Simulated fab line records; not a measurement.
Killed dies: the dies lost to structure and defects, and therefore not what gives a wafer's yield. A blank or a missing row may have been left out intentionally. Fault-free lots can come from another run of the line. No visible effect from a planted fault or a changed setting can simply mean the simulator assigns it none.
fab line records | flow n5_finfet | part 1 of 2: steps 1 to 18 of 24
record: lots: 5 wafers: 15 last_day: 18
route steps=1938 shown BEOL_M0_SAQP@644
lots with no fault: from the same line, run without faults
start_h: hours from the record's opening day to when the first of the lot's shown wafers began | wait_h: hours elapsed since this lot's preceding step | " unchanged from the row above | L1.1+2: several wafers, shown together as one row | - no value, or no start given | * or withheld: withheld | < > ~ a bound
route shown NAME@n: NAME is a module with steps in the file, n the number in the route of the first one | usual: average and standard deviation across the fault-free wafers | same: alike in all rows | chamber/n: place in a boat | sites: readings site by site | _std_site: their standard deviation | _edge_site: mean of outer sites minus mean of inner sites | radius_mm: for every site, how far away it sits from the centre of the wafer | mask NAME#n: copy n | behind: the most recent tool/chamber to have shaped the wafer | hold: what put the lot on hold/how long, in hours/how the hold closed | device: which transistor (n, p or np) failed to switch | end of line: the same wafers' tests at the end of the route | step lacking rows: just its recipe | killed: not the wafer's yield, but the dies lost to structure and defects at the first sort | map: dies across one wafer; x = killed, . = not, _ = none there
set.NAME: the setting as run; set.NAME@STEP: as run at that earlier step | model.NAME: the simulator's own value behind a step, which no gauge read
lots at selected steps of the route; one table per step, one row per wafer
services: when a tool's chamber went out of use (start_h, in hours from the record's first day, below 0 if earlier), for how many hours, and the reason
== steps ==
step: N5_BEOL_M0_SAQP_EBR_10
recipe: solvent: PGMEA ebr_width_mm: 1.5
usual: chill_plate_temp_C: 23.02/0.1
columns lot.wafer tool chamber start_h wait_h chill_plate_temp_C
L082.1 litho_track-03 0 - - 23.11
L082.5 " 0 " " 23.06
L082.6 " 0 " " 23.04
L081.1 litho_track-01 0 - - 23.16
L081.4 " 0 " " 23.11
L081.6 " 0 " " 23.19
L095.1 litho_track-03 0 - - 22.97
L095.3 " 0 " " 22.72
L095.4 " 0 " " 23.00
L087.4 litho_track-01 0 - - 23.09
L087.5 " 0 " " 23.09
L087.6 " 0 " " 23.05
L086.1 litho_track-01 0 - - 23.08
L086.2 " 0 " " 23.01
L086.6 " 0 " " 22.97
step: N5_BEOL_M0_SAQP_SOFTBAKE_09
recipe: temp_c: 110 time_s: 60 resist: CAR-ArF
usual: chill_plate_temp_C: 22.96/0.092
columns lot.wafer tool chamber start_h wait_h chill_plate_temp_C
L082.1 litho_track-03 0 - - 22.97
L082.5 " 0 " " 22.78
L082.6 " 0 " " 22.86
L081.1 litho_track-01 0 - - 22.94
L081.4 " 0 " " 22.86
L081.6 " 0 " " 23.00
L095.1 litho_track-03 0 - - 22.91
L095.3 " 0 " " 22.94
L095.4 " 0 " " 23.02
L087.4 litho_track-01 0 - - 22.90
L087.5 " 0 " " 22.88
L087.6 " 0 " " 22.80
L086.1 litho_track-01 0 - - 22.85
L086.2 " 0 " " 22.74
L086.6 " 0 " " 22.98
step: N5_BEOL_M0_SAQP_EXPOSE_11
recipe: mask_id: M0_CORE na: 1.35 source_shape: dipole sigma_inner: 0.538 sigma_outer: 0.738 polarization: te target_cd_nm: 42 dose_mj: 55
usual: reticle_temp_C: 22.97/0.1
same: sigma_inner: 0.538
columns lot.wafer tool chamber start_h wait_h mask reticle_temp_C
L082.1 arfi_scanner-03 0 151.37 - M0_CORE#0 23.02
L082.5 " 0 " " M0_CORE#0 23.03
L082.6 " 0 " " M0_CORE#0 22.99
L081.1 arfi_scanner-02 0 157.21 - M0_CORE#0 23.05
L081.4 " 0 " " M0_CORE#0 23.10
L081.6 " 0 " " M0_CORE#0 23.06
L095.1 arfi_scanner-01 0 234.54 - M0_CORE#0 23.11
L095.3 " 0 " " M0_CORE#0 22.89
L095.4 " 0 " " M0_CORE#0 23.07
L087.4 arfi_scanner-03 0 235.47 - M0_CORE#0 23.12
L087.5 " 0 " " M0_CORE#0 23.10
L087.6 " 0 " " M0_CORE#0 23.13
L086.1 arfi_scanner-01 0 235.78 - M0_CORE#0 22.82
L086.2 " 0 " " M0_CORE#0 22.88
L086.6 " 0 " " M0_CORE#0 22.87
step: N5_BEOL_M0_SAQP_PEB_12
recipe: peb_temp_c: withheld peb_time_s: 60 resist: CAR-ArF
usual: chill_plate_temp_C: 23.01/0.099
columns lot.wafer tool chamber start_h wait_h chill_plate_temp_C
L082.1 litho_track-05 0 151.43 0.1 22.98
L082.5 " 0 " " 23.09
L082.6 " 0 " " 23.02
L081.1 litho_track-05 0 157.27 0.1 23.02
L081.4 " 0 " " 23.08
L081.6 " 0 " " 23.02
L095.1 litho_track-03 0 234.60 0.1 23.19
L095.3 " 0 " " 23.14
L095.4 " 0 " " 23.01
L087.4 litho_track-05 0 235.51 0.0 22.95
L087.5 " 0 " " 23.05
L087.6 " 0 " " 22.93
L086.1 litho_track-03 0 235.84 0.1 23.21
L086.2 " 0 " " 23.10
L086.6 " 0 " " 22.93
step: N5_BEOL_M0_SAQP_DEVELOP_13
recipe: develop_time_s: 30 developer: TMAH resist: CAR-ArF dev_temp_c: 23 rinse_liquid: diw dry: air_spin
usual: chill_plate_temp_C: 22.98/0.1
columns lot.wafer tool chamber start_h wait_h chill_plate_temp_C
L082.1 litho_track-05 0 - - 23.02
L082.5 " 0 " " 23.19
L082.6 " 0 " " 23.03
L081.1 litho_track-05 0 - - 23.09
L081.4 " 0 " " 23.07
L081.6 " 0 " " 23.00
L095.1 litho_track-03 0 - - 23.09
L095.3 " 0 " " 22.82
L095.4 " 0 " " 22.90
L087.4 litho_track-05 0 - - 23.04
L087.5 " 0 " " 23.05
L087.6 " 0 " " 22.87
L086.1 litho_track-03 0 - - 23.00
L086.2 " 0 " " 22.97
L086.6 " 0 " " 23.14
step: N5_BEOL_M0_SAQP_CD_MEAS_14
recipe: target_cd_nm: 42.5 landing_energy_ev: 500 detector: se_inlens
usual: cd_nm: 42.6/0.35
columns lot.wafer tool chamber start_h wait_h cd_nm
L082.1 cd_sem-01 0 151.50 - 43.2
L082.5 " 0 " " 42.6
L082.6 " 0 " " 42.6
L081.1 cd_sem-01 0 157.34 - 42.7
L081.4 " 0 " " 42.9
L081.6 " 0 " " 42.3
L095.1 cd_sem-01 0 234.67 - 42.2
L095.3 " 0 " " 42.5
L095.4 " 0 " " 42.4
L087.4 cd_sem-02 0 235.58 - 42.7
L087.5 " 0 " " 42.4
L087.6 " 0 " " 42.2
L086.1 cd_sem-02 0 235.91 - 42.2
L086.2 " 0 " " 42.2
L086.6 " 0 " " 42.5
step: N5_BEOL_M0_SAQP_OVL_MEAS_15
recipe: points_per_wafer: 44
usual: M0_CORE_OVL: 0.1/0.91
columns lot.wafer tool chamber start_h wait_h M0_CORE_OVL[nm]
L082.1 overlay-01 0 151.53 0.0 -0.2
L082.5 " 0 " " -0.6
L082.6 " 0 " " -0.3
L081.1 overlay-02 0 157.37 0.0 -0.2
L081.4 " 0 " " -0.8
L081.6 " 0 " " -0.5
L095.1 overlay-02 0 234.70 0.0 0.6
L095.3 " 0 " " -0.4
L095.4 " 0 " " -0.3
L087.4 overlay-02 0 235.61 0.0 -0.8
L087.5 " 0 " " -0.6
L087.6 " 0 " " -0.2
L086.1 overlay-02 0 235.94 0.0 0.3
L086.2 " 0 " " 1.3
L086.6 " 0 " " 0.0
step: N5_BEOL_M0_SAQP_INSPECT_16
recipe: mode: adi inspect_instrument: brightfield
usual: raw_defect_count: 464/120
columns lot.wafer tool chamber start_h wait_h raw_defect_count
L082.1 defect_inspect-02 - 151.55 0.0 476
L082.5 " - " " 517
L082.6 " - " " 531
L081.1 defect_inspect-01 - 157.39 0.0 477
L081.4 " - " " 485
L081.6 " - " " 525
L095.1 defect_inspect-01 - 234.72 0.0 756
L095.3 " - " " 427
L095.4 " - " " 383
L087.4 defect_inspect-02 - 235.63 0.0 554
L087.5 " - " " 426
L087.6 " - " " 306
L086.1 defect_inspect-01 - 235.96 0.0 500
L086.2 " - " " 456
L086.6 " - " " 444
step: N5_BEOL_M0_SAQP_DESCUM_19
recipe: chemistry: O2 time_s: 7.9 source_power_w: 50 bias_power_w: 20 pressure_mtorr: 20 rf_frequency_hz: 2.712e+07 temp_c: 40 resist: CAR-ArF o2_flow_sccm: 225
usual: drypump_motor_current_A: 5.6/0.63 oes_product_au: 0.75/0.072 rf_vpp_V: 243.4/1.3 showerhead_plenum_p_Torr: 2.11/0.065 temp_c: 40.00/0.12 throttle_valve_pct: 20.49/0.26
columns lot.wafer tool chamber start_h wait_h drypump_motor_current_A oes_product_au rf_hours_counter_h rf_vpp_V showerhead_plenum_p_Torr temp_c throttle_valve_pct
L082.1 rie_diel-06 2 151.59 0.0 6.5 0.97 0 242.7 2.05 40.01 20.00
L082.5 " 3 " " 5.4 0.75 - 243.3 2.07 40.05 20.36
L082.6 " 2 " " 6.5 0.96 - 243.1 2.05 40.10 20.00
L081.1 rie_diel-06 2 157.43 0.0 6.5 0.94 2 242.0 2.05 40.06 20.01
L081.4 " 1 " " 5.4 0.73 184 243.7 2.08 39.78 20.52
L081.6 " 3 " " 5.5 0.73 - 243.7 2.07 40.06 20.36
L095.1 rie_diel-06 2 235.22 0.5 6.5 0.89 18 241.5 2.04 39.98 20.02
L095.3 " 3 " " 5.5 0.72 186 241.6 2.06 40.23 20.40
L095.4 " 1 " " 5.4 0.72 200 244.2 2.07 39.92 20.53
L087.4 rie_diel-01 3 236.24 0.6 4.7 0.69 244 243.0 2.08 39.99 20.92
L087.5 " 0 " " 5.0 0.77 - 244.0 2.18 40.07 20.74
L087.6 " 1 " " 5.2 0.68 - 243.0 2.14 39.98 20.32
L086.1 rie_diel-06 0 236.88 0.9 6.4 0.82 86 244.1 2.19 40.16 20.13
L086.2 " 2 " " 6.5 0.88 19 242.5 2.04 39.98 20.04
L086.6 " 3 " " 5.4 0.73 - 242.5 2.06 39.99 20.37
step: N5_BEOL_M0_SAQP_ETCH_83
recipe: chemistry: CF4 target: SiARC target_depth_a: 390 mask_material: CAR-ArF time_s: 65 ion_energy_ev: 80 pressure_mtorr: 40 source_w: 545 bias_w: 36 Ar_flow_sccm: 100 cf4_flow_sccm: 100 ends: cleared
usual: cf4_flow_sccm: 100.1/0.31 drypump_motor_current_A: 5.6/0.63 etch_rf_on_time_s: 65.0/1.3 oes_product_au: 0.64/0.06 rf_vpp_V: 184.2/1.1 showerhead_plenum_p_Torr: 2.16/0.06 throttle_valve_pct: 15.72/0.22
columns lot.wafer tool chamber start_h wait_h cf4_flow_sccm drypump_motor_current_A etch_rf_on_time_s oes_product_au rf_hours_counter_h rf_vpp_V showerhead_plenum_p_Torr throttle_valve_pct
L082.1 rie_diel-06 2 151.62 0.0 100.3 6.5 63.8 0.82 0 181.9 2.11 15.22
L082.5 " 3 " " 100.6 5.4 62.9 0.65 - 184.5 2.14 15.70
L082.6 " 2 " " 100.5 6.5 64.3 0.82 - 182.7 2.11 15.20
L081.1 rie_diel-06 2 157.46 0.0 100.1 6.5 64.1 0.80 2 183.9 2.11 15.24
L081.4 " 1 " " 100.3 5.4 67.8 0.61 184 184.1 2.13 15.74
L081.6 " 3 " " 100.4 5.5 63.3 0.64 - 184.2 2.14 15.72
L095.1 rie_diel-06 2 235.25 0.0 100.2 6.5 63.1 0.77 18 183.7 2.11 15.24
L095.3 " 3 " " 100.2 5.4 63.2 0.63 186 184.4 2.13 15.74
L095.4 " 1 " " 99.8 5.4 66.3 0.61 200 184.6 2.12 15.76
L087.4 rie_diel-01 3 236.27 0.0 100.1 4.7 65.2 0.59 244 185.2 2.11 15.95
L087.5 " 0 " " 100.4 5.0 65.9 0.64 - 185.6 2.23 15.95
L087.6 " 1 " " 99.9 5.2 64.2 0.58 - 185.2 2.20 15.73
L086.1 rie_diel-06 0 236.92 0.0 99.7 6.4 64.8 0.70 86 185.8 2.24 15.35
L086.2 " 2 " " 100.0 6.5 64.0 0.76 19 184.8 2.11 15.26
L086.6 " 3 " " 100.0 5.4 63.9 0.62 - 184.7 2.13 15.74
step: N5_BEOL_M0_SAQP_ETCH_84
recipe: chemistry: N2/H2 target: SOC target_depth_a: 1000 overetch_a: 200 mask_material: SiARC temp_c: 40 time_s: 150 ion_energy_ev: 200 pressure_mtorr: 30 source_w: 840 bias_w: 150 n2_flow_sccm: 200 h2_flow_sccm: 200
usual: drypump_motor_current_A: 5.6/0.63 oes_product_au: 0.67/0.06 rf_vpp_V: 524.5/2.4 showerhead_plenum_p_Torr: 2.56/0.081 temp_c: 40.01/0.11 throttle_valve_pct: 17.89/0.2
columns lot.wafer tool chamber start_h wait_h drypump_motor_current_A oes_product_au rf_hours_counter_h rf_vpp_V showerhead_plenum_p_Torr temp_c throttle_valve_pct
L082.1 rie_diel-06 2 151.67 0.0 6.5 0.85 0 521.6 2.51 40.03 17.46
L082.5 " 3 " " 5.5 0.66 - 524.1 2.53 39.90 17.97
L082.6 " 2 " " 6.5 0.85 - 523.2 2.50 40.10 17.47
L081.1 rie_diel-06 2 157.51 0.0 6.5 0.84 3 524.0 2.50 39.90 17.48
L081.4 " 1 " " 5.3 0.66 184 524.4 2.52 40.11 17.85
L081.6 " 3 " " 5.4 0.67 - 522.8 2.53 40.06 17.95
L095.1 rie_diel-06 2 235.30 0.0 6.5 0.79 18 523.2 2.50 40.06 17.51
L095.3 " 3 " " 5.5 0.65 186 524.2 2.52 39.99 17.99
L095.4 " 1 " " 5.4 0.64 200 525.0 2.51 40.22 17.88
L087.4 rie_diel-01 3 236.32 0.0 4.7 0.62 244 524.5 2.50 40.21 18.16
L087.5 " 0 " " 5.0 0.68 - 525.4 2.64 40.01 18.11
L087.6 " 1 " " 5.2 0.61 - 526.5 2.60 39.92 17.82
L086.1 rie_diel-06 0 236.97 0.0 6.4 0.72 86 528.7 2.68 39.92 17.58
L086.2 " 2 " " 6.5 0.78 19 521.7 2.50 39.97 17.49
L086.6 " 3 " " 5.5 0.66 - 522.5 2.52 40.15 17.99
step: N5_BEOL_M0_SAQP_STRIP_80
recipe: chemistry: N2/H2 temp_c: 40 n2_flow_sccm: 200 h2_flow_sccm: 200 rf_frequency_hz: 6e+07
columns lot.wafer tool chamber start_h wait_h
L082.1+5+6 rie_diel-06 2,3,2 151.77 0.0
L081.1+4+6 rie_diel-06 2,1,3 157.61 0.0
L095.1+3+4 rie_diel-06 2,3,1 235.40 0.0
L087.4+5+6 rie_diel-01 3,0,1 236.42 0.0
L086.1+2+6 rie_diel-06 0,2,3 237.07 0.0
step: N5_BEOL_M0_SAQP_HM_OPEN_112
recipe: chemistry: CHF3/O2 target: SiO2 stop_on: a-Si target_depth_a: 120 over_etch_frac: 1.25 mask_material: SOC time_s: 13.5 pressure_mtorr: 30 source_w: 650 bias_w: 170 Ar_flow_sccm: 200 CHF3_flow_sccm: 50 O2_flow_sccm: 5 ion_energy_ev: 200 ends: end_point
usual: O2_flow_sccm: 5.001/0.015 drypump_motor_current_A: 5.6/0.63 oes_product_au: 0.49/0.044 rf_vpp_V: 528/10 showerhead_plenum_p_Torr: 2.43/0.063 throttle_valve_pct: 18.94/0.21
same: over_etch_frac: 1.25
columns lot.wafer tool chamber start_h wait_h O2_flow_sccm drypump_motor_current_A oes_product_au rf_hours_counter_h rf_vpp_V showerhead_plenum_p_Torr throttle_valve_pct
L082.1 rie_diel-06 2 151.78 0.0 5.006 6.5 0.62 0 520 2.38 18.51
L082.5 " 3 " " 5.002 5.5 0.49 - 519 2.42 19.00
L082.6 " 2 " " 5.022 6.5 0.62 - 520 2.38 18.50
L081.1 rie_diel-06 2 157.62 0.0 5.012 6.5 0.61 3 520 2.38 18.53
L081.4 " 1 " " 5.003 5.4 0.48 184 525 2.39 18.88
L081.6 " 3 " " 5.039 5.4 0.48 - 519 2.42 19.00
L095.1 rie_diel-06 2 235.41 0.0 5.011 6.5 0.58 18 519 2.38 18.57
L095.3 " 3 " " 5.023 5.4 0.47 186 519 2.41 19.03
L095.4 " 1 " " 5.002 5.4 0.47 200 524 2.38 18.91
L087.4 rie_diel-01 3 236.43 0.0 5.008 4.7 0.45 244 527 2.37 19.18
L087.5 " 0 " " 4.982 5.0 0.49 - 545 2.48 19.07
L087.6 " 1 " " 4.980 5.2 0.45 - 530 2.48 18.90
L086.1 rie_diel-06 0 237.08 0.0 5.019 6.4 0.53 86 516 2.52 18.55
L086.2 " 2 " " 5.002 6.5 0.58 19 519 2.38 18.54
L086.6 " 3 " " 4.983 5.4 0.48 - 519 2.41 19.02
step: N5_BEOL_M0_SAQP_STRIP_113
recipe: chemistry: CHF3/O2 resist: SiARC rf_frequency_hz: 6e+07
columns lot.wafer tool chamber start_h wait_h
L082.1+5+6 rie_diel-06 2,3,2 151.83 0.0
L081.1+4+6 rie_diel-06 2,1,3 157.67 0.0
L095.1+3+4 rie_diel-06 2,3,1 235.46 0.0
L087.4+5+6 rie_diel-01 3,0,1 236.48 0.0
L086.1+2+6 rie_diel-06 0,2,3 237.13 0.0
step: N5_BEOL_M0_SAQP_MANDREL_ETCH_20
recipe: target_depth_a: 600 chemistry: HBr/Cl2 target: a-Si stop_on: SiNx bt_time_s: 10 mask_material: SOC over_etch_frac: 0.5 time_s: 30 pressure_mtorr: 10 icp_w: 800 bias_w: 75 HBr_flow_sccm: 150 Cl2_flow_sccm: 80 ends: end_point
usual: drypump_motor_current_A: 5.6/0.6 oes_product_au: 0.779/0.013 throttle_valve_pct: 35.5/0.46
same: over_etch_frac: 0.5
columns lot.wafer tool chamber start_h wait_h drypump_motor_current_A oes_product_au rf_hours_counter_h throttle_valve_pct
L082.1 rie_si-03 0 151.86 0.0 5.0 0.772 91 35.4
L082.5 " 3 " " 6.7 0.784 - 35.8
L082.6 " 0 " " 5.0 0.776 - 35.3
L081.1 rie_si-04 3 157.70 0.0 6.2 0.775 74 34.7
L081.4 " 1 " " 6.0 0.774 10 35.1
L081.6 " 1 " " 6.0 0.767 - 35.1
L095.1 rie_si-03 0 235.49 0.0 4.9 0.764 92 35.4
L095.3 " 3 " " 6.7 0.766 100 35.8
L095.4 " 3 " " 6.7 0.766 - 35.8
L087.4 rie_si-05 0 236.51 0.0 5.5 0.763 34 35.2
L087.5 " 0 " " 5.5 0.772 - 35.2
L087.6 " 3 " " 5.1 0.771 - 36.4
L086.1 rie_si-04 0 237.16 0.0 4.6 0.789 82 34.9
L086.2 " 1 " " 6.0 0.772 11 35.1
L086.6 " 2 " " 5.6 0.808 - 35.7
step: N5_BEOL_M0_SAQP_STRIP_86
recipe: chemistry: N2/H2 power_w: 500 temp_c: 40 pressure_mtorr: 50 rf_frequency_hz: 6e+07 overash_fraction: 0.3 bias_power_w: 28 h2_frac: 0.5 n2_flow_sccm: 300 h2_flow_sccm: 300
usual: drypump_motor_current_A: 5.8/0.71 oes_product_au: 0.76/0.08 rf_vpp_V: 121.9/1.4 showerhead_plenum_p_Torr: 3.36/0.12 temp_c: 40.01/0.12 throttle_valve_pct: 18.97/0.28
columns lot.wafer tool chamber start_h wait_h drypump_motor_current_A oes_product_au rf_hours_counter_h rf_vpp_V showerhead_plenum_p_Torr temp_c throttle_valve_pct
L082.1 rie_diel-06 1 151.96 0.1 5.4 0.73 182 121.8 3.33 39.96 18.93
L082.5 " 2 " " 6.5 0.96 - 122.0 3.31 40.11 18.55
L082.6 " 1 " " 5.4 0.73 - 123.0 3.33 39.91 18.91
L081.1 rie_diel-06 3 157.80 0.1 5.5 0.74 173 120.5 3.34 39.86 19.23
L081.4 " 1 " " 5.4 0.73 184 121.0 3.33 39.90 18.94
L081.6 " 0 " " 6.4 0.82 - 123.6 3.54 40.00 18.44
L095.1 rie_diel-01 2 235.65 0.1 5.6 0.75 168 122.5 3.32 40.05 18.95
L095.3 " 3 " " 4.8 0.69 244 119.1 3.31 39.87 19.17
L095.4 " 1 " " 5.2 0.67 245 121.7 3.44 40.10 18.91
L087.4 rie_diel-05 2 236.62 0.1 5.3 0.69 224 124.7 3.45 39.78 18.86
L087.5 " 1 " " 6.7 0.71 - 123.9 3.20 40.02 19.16
L087.6 " 0 " " 6.8 0.68 - 119.0 3.16 40.14 19.49
L086.1 rie_diel-06 0 237.37 0.2 6.4 0.82 86 122.0 3.53 40.22 18.46
L086.2 " 3 " " 5.4 0.73 187 122.7 3.33 39.86 19.25
L086.6 " 2 " " 6.5 0.88 - 122.5 3.30 40.34 18.57
step: N5_BEOL_M0_SAQP_STRIP_115
recipe: chemistry: post_etch_residue_remover time_s: 60 temp_c: 25 remover_ph: withheld remover_water_wt_pct: withheld remover_fluoride_wt_pct: withheld
usual: temp_c: 25.00/0.1
columns lot.wafer tool chamber start_h wait_h temp_c
L082.1 wet_bench-04 2 152.03 - 25.00
L082.5 " 5 " " 24.86
L082.6 " 3 " " 24.90
L081.1 wet_bench-01 7 157.87 - 24.88
L081.4 " 0 " " 25.08
L081.6 " 1 " " 24.79
L095.1 wet_bench-02 5 235.71 - 24.99
L095.3 " 1 " " 25.07
L095.4 " 0 " " 25.06
L087.4 wet_bench-02 6 236.68 - 24.91
L087.5 " 7 " " 24.95
L087.6 " 3 " " 25.11
L086.1 wet_bench-02 0 237.44 - 25.04
L086.2 " 5 " " 25.02
L086.6 " 7 " " 25.02
step: N5_BEOL_M0_SAQP_SRD_93
recipe: dry: ipa_marangoni time_s: 30 temp_c: 23 rinse_liquid: diw
usual: bath_heat_duty_pct: 3.6/0.58 temp_c: 23.01/0.11
columns lot.wafer tool chamber start_h wait_h bath_heat_duty_pct temp_c
L082.1 wet_bench-04 2 152.07 0.0 3.0 22.98
L082.5 " 5 " " 3.2 23.00
L082.6 " 3 " " 3.0 22.89
L081.1 wet_bench-01 7 157.89 0.0 4.2 23.08
L081.4 " 0 " " 4.4 23.16
L081.6 " 1 " " 3.0 23.16
L095.1 wet_bench-02 5 235.74 0.0 2.8 23.09
L095.3 " 1 " " 3.3 22.96
L095.4 " 0 " " 4.2 23.08
L087.4 wet_bench-02 6 236.70 0.0 3.2 22.81
L087.5 " 7 " " 4.6 23.11
L087.6 " 3 " " 2.8 22.99
L086.1 wet_bench-02 0 237.46 0.0 2.7 22.95
L086.2 " 5 " " 2.7 23.13
L086.6 " 7 " " 4.1 23.09
